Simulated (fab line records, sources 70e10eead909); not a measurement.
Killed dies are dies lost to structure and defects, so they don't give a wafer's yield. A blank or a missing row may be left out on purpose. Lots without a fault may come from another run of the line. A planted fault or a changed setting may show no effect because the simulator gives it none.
Chamber matching | flow nand_harc | NHARC_A_WL_FILL_ALD_10 on ald_hk-02: 4 sister chambers
The step deposits SiO2, target thk 50 nm, pulse time 10 s, ald cycles 500. 8 wafers are shown with their chamber, then 8 later ones without.

WAFERS WITH THEIR CHAMBER
wafer  | chamber | heater_power_w (W) | precursor_pulse_height_rel
L075.3 | 1       | 426                | 1.045
L076.1 | 1       | 433                | 0.986
L082.2 | 0       | 543                | 1.004
L082.3 | 2       | 488                | 1.007
L083.2 | 0       | 556                | 1.011
L083.4 | 3       | 472                | 1.017
L083.6 | 2       | 506                | 1.023
L087.1 | 3       | 463                | 1.018

WAFERS WITHOUT THEIR CHAMBER
wafer  | heater_power_w (W) | precursor_pulse_height_rel
L087.4 | 487                | 1.007
L087.6 | 457                | 0.999
L091.1 | 455                | 1.011
L091.4 | 552                | 1.041
L091.6 | 500                | 0.971
L097.2 | 464                | 1.016
L097.5 | 493                | 1.011
L097.6 | 460                | 1.007

WHICH CHAMBER EACH WENT THROUGH
wafer  | from the rows above     | in truth
L087.4 | can't be placed: 2 or 3 | 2
L087.6 | can't be placed: 3 or 1 | 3
L091.1 | can't be placed: 3 or 1 | 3
L091.4 | 0                       | 0
L091.6 | 2                       | 2
L097.2 | 3                       | 3
L097.5 | 2                       | 2
L097.6 | 3                       | 3
Placed correctly: 5 of 8. Can't be placed from these rows: 3 (the true chamber is among the candidates in 3). Placed wrongly: 0.
How it was worked out, from the rows above alone: a wafer's distance from a chamber is the root of the sum, over the readings, of the square of ((its reading less the chamber's mean) divided by the reading's scatter). The wafer belongs to the nearest chamber; if the next one is less than 2 further off, it can't be placed. A chamber's mean is the mean of its shown wafers. The scatter: the root of (the sum of the squares of (reading less its chamber's mean) over the shown wafers, divided by (wafers less chambers)).
